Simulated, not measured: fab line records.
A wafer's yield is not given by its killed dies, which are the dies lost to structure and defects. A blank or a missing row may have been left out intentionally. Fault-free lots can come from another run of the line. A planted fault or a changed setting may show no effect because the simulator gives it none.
Chamber matching | flow n5Finfet | N5_BEOL_M5_CO_CAP_78 on cvdCo-02 has 3 sister chambers
The step material Co, precursor CCTBA/H2, target thk 2 nm, time 102.1 s. 3 wafers are shown with their chamber, then 11 later ones without.

## WAFERS PAIRED WITH THEIR CHAMBERS
wafer  | chamber | heaterPowerW (W)
L088.1 | 2       | 255
L088.5 | 1       | 230
L090.1 | 0       | 199

## WAFERS WITHOUT THEIR CHAMBER
wafer  | heaterPowerW (W)
L090.2 | 264
L090.6 | 201
L089.2 | 198
L089.3 | 266
L089.6 | 262
L092.2 | 199
L092.4 | 202
L092.6 | 261
L095.1 | 201
L095.2 | 237
L095.4 | 257

## EACH ONE'S CHAMBER
wafer  | from the rows above     | in truth
L090.2 | 2                       | 2
L090.6 | 0                       | 0
L089.2 | 0                       | 0
L089.3 | 2                       | 2
L089.6 | 2                       | 2
L092.2 | 0                       | 0
L092.4 | 0                       | 0
L092.6 | 2                       | 2
L095.1 | 0                       | 0
L095.2 | can't be placed: 1 or 2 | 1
L095.4 | 2                       | 2
Correct placement for 10 of the 11. Can't be placed from these rows: 1 (the true chamber is among the candidates in 1). 0 placed wrongly.
How it was worked out, from the rows above alone: a wafer's distance from a chamber is the root of the sum, over the readings, of the square of ((its reading less the chamber's mean) divided by the reading's scatter). If the next closest chamber is less than 2 further off than the closest, the wafer can't be placed; otherwise it belongs to the closest. A chamber's mean is the mean of its shown wafers. The scatter: root of mean squared gap, hidden wafer to nearest shown wafer, with one shown wafer a chamber.
